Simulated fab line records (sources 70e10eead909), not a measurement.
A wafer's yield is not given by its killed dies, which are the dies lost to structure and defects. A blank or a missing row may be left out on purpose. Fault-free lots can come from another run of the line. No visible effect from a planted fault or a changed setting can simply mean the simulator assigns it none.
Chamber matching	flow nandHarc	NHARC_A_STAIRCASE_DESCUM_252 on rieDiel-12 has 4 sister chambers
The step chemistry O2, time 3 s. 20 wafers are shown with their chamber, then 10 later ones without.

WAFERS WITH THEIR CHAMBER
wafer	chamber	showerheadPlenumPTorr (Torr)	drypumpMotorCurrentA (A)	oesProductAu (a.u.)
L074.2	1	2.05	5.7	1.001
L074.3	0	1.84	5.6	1.001
L074.6	2	1.83	5.8	1.002
L079.3	1	2.04	5.7	0.998
L079.5	1	2.04	5.7	1.007
L079.6	0	1.83	5.6	1.004
L078.2	0	1.83	5.6	1.007
L078.5	1	2.04	5.7	0.993
L078.6	2	1.83	5.9	1.000
L083.1	2	1.82	5.8	0.997
L083.2	0	1.83	5.6	1.014
L083.6	1	2.04	5.7	1.005
L084.4	0	1.83	5.6	1.009
L084.5	2	1.82	5.8	1.002
L084.6	3	2.04	5.0	0.992
L086.2	1	2.04	5.7	0.988
L086.5	2	1.82	5.9	0.997
L086.6	1	2.04	5.7	0.994
L085.2	1	2.04	5.7	0.994
L085.5	3	2.04	5.0	0.989

SIGNATURES (means of the wafers above)
reading	chamber 0	chamber 1	chamber 2	chamber 3	scatter within a chamber
showerheadPlenumPTorr	1.8320	2.0412	1.8240	2.0400	0.00424
drypumpMotorCurrentA	5.600	5.700	5.840	5.000	0.0274
oesProductAu	1.00700	0.99750	0.99960	0.99050	0.00513
Rule: a wafer's distance from a chamber is the root of the sum, over the readings, of the square of ((its reading less the chamber's mean) divided by the reading's scatter). The wafer belongs to the nearest chamber; if the next one is less than 2 further off, it can't be placed. The scatter: take each reading less its chamber's mean, square it, sum over the shown wafers, divide by the number of wafers less the number of chambers, and take the root.

WAFERS WITHOUT THEIR CHAMBER
wafer	showerheadPlenumPTorr (Torr)	drypumpMotorCurrentA (A)	oesProductAu (a.u.)
L085.6	1.82	5.9	0.995
L087.2	2.04	5.7	1.008
L087.5	2.04	5.0	1.001
L087.6	1.82	5.6	1.004
L094.1	1.82	5.6	1.006
L094.2	2.03	5.0	1.009
L094.6	1.81	5.9	1.011
L096.2	1.81	5.8	1.006
L096.3	1.81	5.6	1.008
L096.4	2.03	5.0	1.007

WHICH CHAMBER EACH ONE RAN IN
wafer	from the rows above	in truth
L085.6	2	2
L087.2	1	1
L087.5	3	3
L087.6	0	0
L094.1	0	0
L094.2	3	3
L094.6	2	2
L096.2	2	2
L096.3	0	0
L096.4	3	3
Correctly placed: 10 of 10. Not placeable from these rows: 0. Number placed wrongly: 0.
